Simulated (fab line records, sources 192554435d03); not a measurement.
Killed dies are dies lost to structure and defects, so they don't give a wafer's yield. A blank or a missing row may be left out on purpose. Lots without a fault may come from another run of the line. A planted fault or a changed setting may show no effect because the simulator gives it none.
Which tool did it? | flow n5_finfet | 9 lots, 25 wafers sampled, at 8 steps of a route of 1938

WHAT THE GAUGES READ, wafer by wafer
N5_DUMMY_GATE_INSPECT_27: inspects for defects (brightfield).
lot  | measured    | on                | raw_defect_count
L624 | day 4 05:17 | defect_inspect-01 | 365 283 362
L625 | day 4 10:52 | defect_inspect-02 | 280 380 356
L626 | day 4 16:52 | defect_inspect-01 | 292 409 287
L628 | day 5 08:20 | defect_inspect-01 | 308 323 445
L629 | day 5 12:56 | defect_inspect-02 | 183 264 395
L639 | day 8 01:15 | defect_inspect-01 | 705
L640 | day 8 11:05 | defect_inspect-01 | 650 431 443
L642 | day 8 19:22 | defect_inspect-02 | 193 175 201
L641 | day 8 20:16 | defect_inspect-02 | 250 306 332

N5_SPACER0_INSPECT_04: inspects for defects (darkfield).
lot  | measured    | on                | raw_defect_count
L624 | day 4 05:53 | defect_inspect-02 | 169 129 137
L625 | day 4 11:35 | defect_inspect-01 | 143 155 203
L626 | day 4 19:46 | defect_inspect-01 | 144 176 143
L628 | day 5 08:56 | defect_inspect-02 | 171 141 173
L629 | day 5 13:32 | defect_inspect-02 | 87 105 150
L639 | day 8 01:52 | defect_inspect-02 | 544
L640 | day 8 11:47 | defect_inspect-01 | 244 202 197
L642 | day 8 19:58 | defect_inspect-02 | 95 101 80
L641 | day 8 20:52 | defect_inspect-02 | 121 118 140

N5_SD_EPI_N_INSPECT_11: inspects for defects (macro).
lot  | measured    | on                | raw_defect_count
L624 | day 4 06:20 | defect_inspect-01 | 2 3 2
L625 | day 4 12:02 | defect_inspect-02 | 3 1 1
L626 | day 4 20:13 | defect_inspect-02 | 3 2 1
L628 | day 5 09:23 | defect_inspect-02 | 3 2 2
L629 | day 5 13:59 | defect_inspect-01 | 5 0 0
L639 | day 8 02:19 | defect_inspect-01 | >300
L640 | day 8 12:06 | defect_inspect-01 | 1 2 2
L642 | day 8 20:18 | defect_inspect-01 | 1 0 2
L641 | day 8 21:19 | defect_inspect-02 | 4 3 3

N5_SD_EPI_N_INSPECT_26: inspects for defects (darkfield).
lot  | measured    | on                | raw_defect_count
L624 | day 4 10:37 | defect_inspect-02 | 222 169 172
L625 | day 4 16:19 | defect_inspect-02 | 198 196 230
L626 | day 5 00:28 | defect_inspect-02 | 204 225 185
L628 | day 5 15:32 | defect_inspect-01 | 280 231 297
L629 | day 5 18:19 | defect_inspect-02 | 141 231 230
L639 | day 8 06:28 | defect_inspect-02 | 620
L640 | day 8 16:30 | defect_inspect-02 | 321 232 263
L642 | day 9 00:23 | defect_inspect-02 | 189 199 188
L641 | day 9 01:19 | defect_inspect-02 | 185 197 222

WHICH TOOL RAN EACH LOT (tool, then ch and the chambers of the sampled wafers, then the start)
lot  | N5_DUMMY_GATE_ETCH_37             | N5_DUMMY_GATE_TRIM_49           | N5_DUMMY_GATE_STRIP_40            | N5_DUMMY_GATE_ETCH_32
L624 | rie_diel-01 ch 0,1,3, day 4 04:13 | rie_si-03 ch 0,1,2, day 4 04:19 | rie_diel-01 ch 0,2, day 4 04:25   | rie_si-04 ch 1,2,3, day 4 04:46
L625 | rie_diel-01 ch 2,3, day 4 09:36   | rie_si-05 ch 0,1,3, day 4 09:41 | rie_diel-06 ch 0,1,3, day 4 10:02 | rie_si-03 ch 0,1,2, day 4 10:23
L626 | rie_diel-01 ch 2,3, day 4 15:45   | rie_si-04 ch 0,1,2, day 4 15:50 | rie_diel-02 ch 1,2,3, day 4 15:58 | rie_si-04 ch 0,1,2, day 4 16:23
L628 | rie_diel-06 ch 1,2, day 5 07:19   | rie_si-05 ch 1,2,3, day 5 07:24 | rie_diel-06 ch 0,1,3, day 5 07:30 | rie_si-03 ch 0,2,3, day 5 07:51
L629 | rie_diel-01 ch 0,1,2, day 5 11:56 | rie_si-05 ch 1,2,3, day 5 12:00 | rie_diel-02 ch 0,1,3, day 5 12:07 | rie_si-03 ch 0,2,3, day 5 12:26
L639 | rie_diel-02 ch 0, day 8 00:14     | rie_si-05 ch 0, day 8 00:19     | rie_diel-02 ch 0, day 8 00:25     | rie_si-04 ch 1, day 8 00:46
L640 | rie_diel-06 ch 0,2,3, day 8 09:47 | rie_si-04 ch 1,3, day 8 09:52   | rie_diel-06 ch 0,2,3, day 8 10:05 | rie_si-03 ch 1,2, day 8 10:26
L642 | rie_diel-01 ch 1,2, day 8 18:16   | rie_si-03 ch 0,2,3, day 8 18:22 | rie_diel-06 ch 0,3, day 8 18:27   | rie_si-05 ch 1,2, day 8 18:48
L641 | rie_diel-02 ch 0,1, day 8 19:15   | rie_si-03 ch 0,1,2, day 8 19:20 | rie_diel-02 ch 0,2,3, day 8 19:26 | rie_si-04 ch 0,3, day 8 19:46
- N5_DUMMY_GATE_ETCH_37: etches SOC in N2/H2, target depth 60 nm, overetch 30 nm.
- N5_DUMMY_GATE_TRIM_49: chemistry O2, time 29 s, target cd 14 nm.
- N5_DUMMY_GATE_STRIP_40: strips in CF4.
- N5_DUMMY_GATE_ETCH_32: etches SiO2 in CF4, target depth 3.5 nm, time 3.9 s.

WHAT THE TOOLS THEMSELVES READ (means of the sampled wafers that have a number; where no wafer has one, the mark that the record gives instead)
N5_DUMMY_GATE_ETCH_37.
lot  | tool        | drypump_motor_current_A (A) | oes_product_au (a.u.) | rf_vpp_V (V) | showerhead_plenum_p_Torr (Torr) | temp_c (C) | throttle_valve_pct (%)
L624 | rie_diel-01 | 5.4                         | 0.63                  | 522.7        | 2.53                            | 40.15      | 17.70
L625 | rie_diel-01 | 4.8                         | 0.67                  | 522.8        | 2.49                            | 39.89      | 17.58
L626 | rie_diel-01 | 4.9                         | 0.67                  | 521.5        | 2.49                            | 40.02      | 17.58
L628 | rie_diel-06 | 6.0                         | 0.62                  | 525.3        | 2.59                            | 39.88      | 17.67
L629 | rie_diel-01 | 5.5                         | 0.63                  | 523.7        | 2.53                            | 40.00      | 17.71
L639 | rie_diel-02 | 5.9                         | 0.57                  | 523.7        | 2.51                            | 39.85      | 17.88
L640 | rie_diel-06 | 5.8                         | 0.66                  | 522.4        | 2.49                            | 40.01      | 17.54
L642 | rie_diel-01 | 5.2                         | 0.63                  | 521.1        | 2.47                            | 40.03      | 17.60
L641 | rie_diel-02 | 6.0                         | 0.63                  | 522.5        | 2.50                            | 40.04      | 17.77

N5_DUMMY_GATE_TRIM_49.
lot  | tool      | drypump_motor_current_A (A) | oes_product_au (a.u.) | temp_c (C) | throttle_valve_pct (%)
L624 | rie_si-03 | 5.4                         | 0.991                 | 20.04      | 8.24
L625 | rie_si-05 | 6.1                         | 1.003                 | 19.90      | 8.38
L626 | rie_si-04 | 5.4                         | 0.990                 | 20.09      | 8.23
L628 | rie_si-05 | 6.2                         | 1.003                 | 20.11      | 8.38
L629 | rie_si-05 | 6.1                         | 0.994                 | 20.06      | 8.39
L639 | rie_si-05 | 6.0                         | 1.003                 | 20.03      | 8.33
L640 | rie_si-04 | 5.7                         | 0.978                 | 19.96      | 8.00
L642 | rie_si-03 | 5.5                         | 1.010                 | 19.95      | 8.22
L641 | rie_si-03 | 5.3                         | 0.991                 | 19.98      | 8.24

N5_DUMMY_GATE_STRIP_40.
lot  | tool        | drypump_motor_current_A (A) | oes_product_au (a.u.) | rf_vpp_V (V) | showerhead_plenum_p_Torr (Torr) | throttle_valve_pct (%)
L624 | rie_diel-01 | 5.2                         | 0.82                  | 270.3        | 1.80                            | 13.38
L625 | rie_diel-06 | 6.1                         | 0.83                  | 271.9        | 1.80                            | 13.44
L626 | rie_diel-02 | 5.9                         | 0.70                  | 270.5        | 1.79                            | 13.81
L628 | rie_diel-06 | 6.1                         | 0.82                  | 271.6        | 1.80                            | 13.46
L629 | rie_diel-02 | 5.8                         | 0.70                  | 270.7        | 1.80                            | 13.71
L639 | rie_diel-02 | 5.9                         | 0.70                  | 271.4        | 1.77                            | 13.68
L640 | rie_diel-06 | 5.8                         | 0.83                  | 270.2        | 1.76                            | 13.30
L642 | rie_diel-06 | 5.8                         | 0.90                  | 269.8        | 1.76                            | 13.23
L641 | rie_diel-02 | 5.8                         | 0.77                  | 271.2        | 1.79                            | 13.61

N5_DUMMY_GATE_ETCH_32.
lot  | tool      | drypump_motor_current_A (A) | oes_product_au (a.u.) | throttle_valve_pct (%)
L624 | rie_si-04 | 5.6                         | 0.985                 | 21.71
L625 | rie_si-03 | 5.4                         | 0.992                 | 21.91
L626 | rie_si-04 | 5.4                         | 0.978                 | 21.83
L628 | rie_si-03 | 5.5                         | 0.997                 | 21.85
L629 | rie_si-03 | 5.5                         | 1.004                 | 21.85
L639 | rie_si-04 | 4.8                         | 0.977                 | 21.93
L640 | rie_si-03 | 5.5                         | 0.998                 | 21.92
L642 | rie_si-05 | 6.2                         | 0.991                 | 22.04
L641 | rie_si-04 | 5.9                         | 0.976                 | 21.45

THE ANSWER, worked out from the rows above alone
Rule: what is usual is taken from the lots themselves. Put in order of their means at a reading, lots are off if they are a third of the lots or fewer, leave a main group of 4 or more, and stand apart from it by a gap of 3 or more times the standard deviation of the main group's means; of several such gaps the widest counts. A main group whose means are all the same, to the digits that the tables above print for the reading, isn't used. A lot without any number at a reading at which 4 lots or more have one is off too. The other lots that the step has rows for count as sound. The gauges are gone through in route order, then the tools' own readings, and for those a lot's mean is taken as printed above. The first step at which some lot is off is used, and at that step the reading that is off furthest; a lot without a number counts as furthest.
Off: L639, at N5_SPACER0_INSPECT_04 (raw_defect_count). The main group: mean 147, standard deviation 35.
A tool fits if, at a process step before that reading, it ran every lot that is off, and no sound lot after the first of them. The gauges at N5_SPACER0_INSPECT_04 aren't tried: what is off there is off at N5_SD_EPI_N_INSPECT_11 too, on other tools, and a gauge's error can't cause that. One fits: rie_si-05 at N5_DUMMY_GATE_TRIM_49. Its last sound lot is L629 (day 5 12:00), its first lot that is off L639 (day 8 00:19): a fault that began between those two fits.

WHAT THE SIMULATOR HAD PUT IN
Chamber particle source: rie_si-05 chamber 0, from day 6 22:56 on, at N5_DUMMY_GATE_TRIM_49. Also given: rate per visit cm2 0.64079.
Lots struck among those shown: L639. The rule above found the same.
